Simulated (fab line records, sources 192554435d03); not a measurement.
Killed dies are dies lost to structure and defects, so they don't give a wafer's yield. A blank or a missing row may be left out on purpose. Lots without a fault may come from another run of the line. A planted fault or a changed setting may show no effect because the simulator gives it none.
A struck lot beside a sound one | flow n5_finfet | 33 steps out of a route of 1938
Sound: wafers L348.1, L348.2, L348.4. Struck: wafers L339.2, L339.4, L339.6. The cause comes at the end.
At each step with rows: each side's tool, then ch and its chambers, then its first start. Under that, the readings that differ: sound wafers | struck wafers | difference of the means | sigmas: that difference in standard deviations of wafers without a fault.
alike: readings whose means differ by less than 2 such deviations, and words and numbers that are the same on both sides. not compared: withheld readings, readings that some wafer has no value for, bounds like >300 that may hide the same value, and numbers for which the record gives no deviation and whose values overlap.
The two part at a step that has a row with sigmas, a row that says differs or no value, or rows on one side only. Numbers that don't overlap but have no deviation are shown without sigmas and don't part them. A reading that every wafer of one side lacks parts them only if that side has two wafers or more.

first, 2 steps without rows for these wafers: N5_BEOL_M9_ECD_50 (material Cu, target thk 318 nm); N5_BEOL_M9_ANNEAL_51 (time 90 s).
N5_BEOL_M9_CMP_52: polishes, stops on SiCOH lowk, t overpolish 7 s, target thk 140 nm.
  sound on cmp-01 ch 0,1,3, day 13 22:17; struck on cmp-04 ch 0,1,3, day 11 02:54
  alike: barrier_field_endpoint_s, head_pressure_psi, motor_current_A, overpolish_run_s, time_to_endpoint_s
N5_BEOL_M9_THK_MEAS_53: measures by xrf.
  sound on film_metro-02, day 13 22:34; struck on film_metro-02, day 11 03:10
  alike: M9_THK
then, 2 steps without rows for these wafers: N5_BEOL_M9_PRE_CLEAN_55 (time 15 s); N5_BEOL_M9_DEP_56 (deposits SiCN from 3MS/NH3, target thk 15 nm, time 26.5 s).
N5_BEOL_M9_RS_MEAS_57: measures by four-point-probe.
  sound on film_metro-02, day 13 22:43; struck on film_metro-02, day 11 03:20
  alike: M9_RS
N5_BEOL_M9_INSPECT_58: inspects for defects (darkfield).
  sound on defect_inspect-01, day 13 22:44; struck on defect_inspect-01, day 11 03:21
  alike: raw_defect_count
N5_BEOL_M10_ILD_DEP_00: deposits SiCOH lowk from DEMS/porogen, target thk 308.51 nm, time 58 s.
  sound on pecvd-03 ch 1,2, day 13 22:46; struck on pecvd-03 ch 1,2, day 11 03:23
  alike: chamber_pressure_Torr, heater_power_outer_w, heater_power_w, showerhead_plenum_p_Torr, throttle_valve_pct
then, 1 step without rows for these wafers: N5_BEOL_M10_CURE_71 (cures SiCOH lowk, time 240 s).
N5_BEOL_M10_THK_MEAS_01:
  sound on film_metro-01, day 13 23:22; struck on film_metro-01, day 11 04:28
  alike: M10_ILD_THK
then, 1 step without rows for these wafers: N5_BEOL_M10_PECVD_70 (deposits SiO2 from TEOS/O2, target thk 20 nm, time 22.7 s).
N5_BEOL_M10_HM_DEP_02: deposits TiN, target thk 20 nm.
  sound on pvd_sputter-02, day 14 00:21; struck on pvd_sputter-02, day 11 05:13
  no value came back on the struck wafers for chamber_pressure_pa (Pa), substrate_temp_c (C), throttle_valve_pct (%); on the sound wafers chamber_pressure_pa (Pa) reads 0.5006 0.5010 0.5006
then, 8 steps without rows for these wafers: N5_BEOL_M10_COAT_59 (time 60 s, resist thk 100 nm); N5_BEOL_M10_COAT_60 (time 60 s, resist thk 30 nm); N5_BEOL_M10_COAT_05 (resist thk 90 nm); N5_BEOL_M10_EBR_07; N5_BEOL_M10_SOFTBAKE_06 (time 60 s); N5_BEOL_M10_EXPOSE_08 (exposes mask M10); N5_BEOL_M10_PEB_09 (peb time 60 s); N5_BEOL_M10_DEVELOP_10 (develop time 30 s).
N5_BEOL_M10_CD_MEAS_11: target cd 64.1 nm.
  sound on cd_sem-02 ch 0, day 14 00:59; struck on cd_sem-02 ch 0, day 11 05:43
  alike: cd_nm
N5_BEOL_M10_OVL_MEAS_12:
  sound on overlay-02 ch 0, day 14 01:01; struck on overlay-01 ch 0, day 11 05:44
  reading      | sound          | struck       | difference | sigmas
  M10_OVL (nm) | -2.1 -1.7 -1.7 | -0.3 0.2 1.0 | +2.1       | +3
N5_BEOL_M10_INSPECT_13: inspects for defects (brightfield).
  sound on defect_inspect-01, day 14 01:02; struck on defect_inspect-01, day 11 05:46
  alike: raw_defect_count
N5_BEOL_M10_DESCUM_16: chemistry O2, time 7.9 s.
  sound on rie_diel-02 ch 0,2,3, day 14 01:25; struck on rie_diel-01 ch 0,3, day 11 05:48
  reading               | sound          | struck         | difference | sigmas
  oes_product_au (a.u.) | 0.69 0.70 0.82 | 0.91 0.90 0.92 | +0.17      | +2
  alike: drypump_motor_current_A, rf_vpp_V, showerhead_plenum_p_Torr, throttle_valve_pct
  not compared: rf_hours_counter_h
then, 1 step without rows for these wafers: N5_BEOL_M10_ETCH_61 (etches SiARC in CF4, target depth 39 nm, time 65 s).
N5_BEOL_M10_ETCH_62: etches SOC in N2/H2, target depth 110 nm, overetch 22 nm, time 165 s.
  sound on rie_diel-02 ch 0,2,3, day 14 01:30; struck on rie_diel-01 ch 0,3, day 11 05:53
  reading               | sound          | struck         | difference | sigmas
  oes_product_au (a.u.) | 0.58 0.59 0.68 | 0.78 0.76 0.78 | +0.16      | +2
  alike: bias_w, drypump_motor_current_A, n2_flow_sccm, rf_vpp_V, showerhead_plenum_p_Torr, throttle_valve_pct
  not compared: rf_hours_counter_h
then, 1 step without rows for these wafers: N5_BEOL_M10_STRIP_68 (strips in N2/H2).
N5_BEOL_M10_STRIP_67: strips in CF4.
  sound on rie_diel-02 ch 0,2,3, day 14 01:39; struck on rie_diel-01 ch 0,3, day 11 06:02
  reading               | sound          | struck         | difference | sigmas
  oes_product_au (a.u.) | 0.69 0.70 0.81 | 0.91 0.89 0.91 | +0.17      | +2
  alike: drypump_motor_current_A, rf_vpp_V, showerhead_plenum_p_Torr, throttle_valve_pct
  not compared: rf_hours_counter_h
N5_BEOL_M10_HM_OPEN_17: chemistry Cl2/BCl3, target TiN, target depth 20 nm, overetch 6 nm.
  sound on rie_metal-02 ch 0,1, day 14 01:41; struck on rie_metal-03 ch 0,1, day 11 06:04
  reading                  | sound             | struck            | difference | sigmas
  oes_product_au (a.u.)    | 0.79 0.60 0.78    | 0.28 0.34 0.29    | -0.42      | -5
  throttle_valve_pct (%)   | 21.99 22.40 21.97 | 22.93 22.33 22.92 | +0.61      | +2
  model.etch.depth_nm (nm) | 19.82 19.84 19.73 | 0 0 0             | -20        |
  alike: bias_w, drypump_motor_current_A, oes_ar_750_au
  not compared: rf_hours_counter_h
then, 1 step without rows for these wafers: N5_BEOL_M10_STRIP_19 (strips in O2).
N5_BEOL_M10_CD_MEAS_18: pitch 140 nm, target cd 70 nm.
  sound on cd_sem-03, day 14 02:01; struck on cd_sem-02, day 11 06:16
  reading    | sound          | struck | difference                    | sigmas
  cd_nm (nm) | 71.2 70.3 70.6 | - - -  | no value on the struck wafers |
then, 1 step without rows for these wafers: N5_BEOL_M10_COAT_63 (time 60 s, resist thk 100 nm).

WHERE THEY PART
First at N5_BEOL_M10_HM_DEP_02; last, within this record, at N5_BEOL_M10_CD_MEAS_18.

WHY: what the simulator had put in
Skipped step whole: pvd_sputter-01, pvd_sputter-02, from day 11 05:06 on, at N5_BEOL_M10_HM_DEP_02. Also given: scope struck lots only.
